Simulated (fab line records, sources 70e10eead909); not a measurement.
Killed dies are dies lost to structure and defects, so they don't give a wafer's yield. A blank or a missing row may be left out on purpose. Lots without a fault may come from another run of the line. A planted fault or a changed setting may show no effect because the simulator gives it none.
Chamber matching | flow nand_harc | NHARC_P_ZERO_WELL_DESCUM_26 on rie_diel-03: 4 sister chambers
The step chemistry O2, time 3 s. 16 wafers are shown with their chamber, then 8 later ones without.

WAFERS WITH THEIR CHAMBER
wafer  | chamber | showerhead_plenum_p_Torr (Torr) | drypump_motor_current_A (A) | oes_product_au (a.u.)
L074.1 | 2       | 1.99                            | 5.39                        | 0.985
L074.4 | 3       | 1.94                            | 5.60                        | 1.006
L074.6 | 2       | 1.99                            | 5.37                        | 0.987
L076.2 | 3       | 1.93                            | 5.63                        | 1.009
L076.5 | 0       | 1.81                            | 5.18                        | 1.003
L076.6 | 3       | 1.93                            | 5.66                        | 1.011
L077.2 | 2       | 1.98                            | 5.40                        | 0.987
L077.4 | 1       | 1.76                            | 5.83                        | 0.984
L077.6 | 2       | 1.98                            | 5.40                        | 0.981
L078.3 | 1       | 1.76                            | 5.88                        | 1.005
L078.4 | 2       | 1.98                            | 5.34                        | 0.983
L078.6 | 0       | 1.81                            | 5.20                        | 0.996
L082.1 | 0       | 1.81                            | 5.20                        | 1.014
L082.2 | 1       | 1.76                            | 5.84                        | 0.989
L082.5 | 1       | 1.76                            | 5.82                        | 0.983
L087.1 | 0       | 1.80                            | 5.21                        | 0.970

SIGNATURES (means of the wafers above)
reading                  | chamber 0 | chamber 1 | chamber 2 | chamber 3 | scatter within a chamber
showerhead_plenum_p_Torr | 1.8075    | 1.7600    | 1.9840    | 1.9333    | 0.00467
drypump_motor_current_A  | 5.1975    | 5.8425    | 5.3800    | 5.6300    | 0.0241
oes_product_au           | 0.99575   | 0.99025   | 0.98460   | 1.00867   | 0.0108
Rule: a wafer's distance from a chamber is the root of the sum, over the readings, of the square of ((its reading less the chamber's mean) divided by the reading's scatter). The wafer belongs to the nearest chamber; if the next one is less than 2 further off, it can't be placed. The scatter: the root of (the sum of the squares of (reading less its chamber's mean) over the shown wafers, divided by (wafers less chambers)).

WAFERS WITHOUT THEIR CHAMBER
wafer  | showerhead_plenum_p_Torr (Torr) | drypump_motor_current_A (A) | oes_product_au (a.u.)
L087.4 | 1.97                            | 5.45                        | 0.978
L087.6 | 1.80                            | 5.22                        | 0.973
L096.2 | 1.79                            | 5.20                        | 0.979
L096.3 | 2.07                            | 5.83                        | 0.996
L096.4 | 1.96                            | 5.40                        | 0.966
L097.1 | 1.96                            | 5.39                        | 0.968
L097.2 | 1.79                            | 5.19                        | 0.978
L097.5 | 1.96                            | 5.41                        | 0.957

WHICH CHAMBER EACH WENT THROUGH
wafer  | from the rows above | in truth
L087.4 | 2                   | 2
L087.6 | 0                   | 0
L096.2 | 0                   | 0
L096.3 | 2                   | 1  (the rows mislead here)
L096.4 | 2                   | 2
L097.1 | 2                   | 2
L097.2 | 0                   | 0
L097.5 | 2                   | 2
Placed correctly: 7 of 8. Can't be placed from these rows: 0. Placed wrongly: 1.
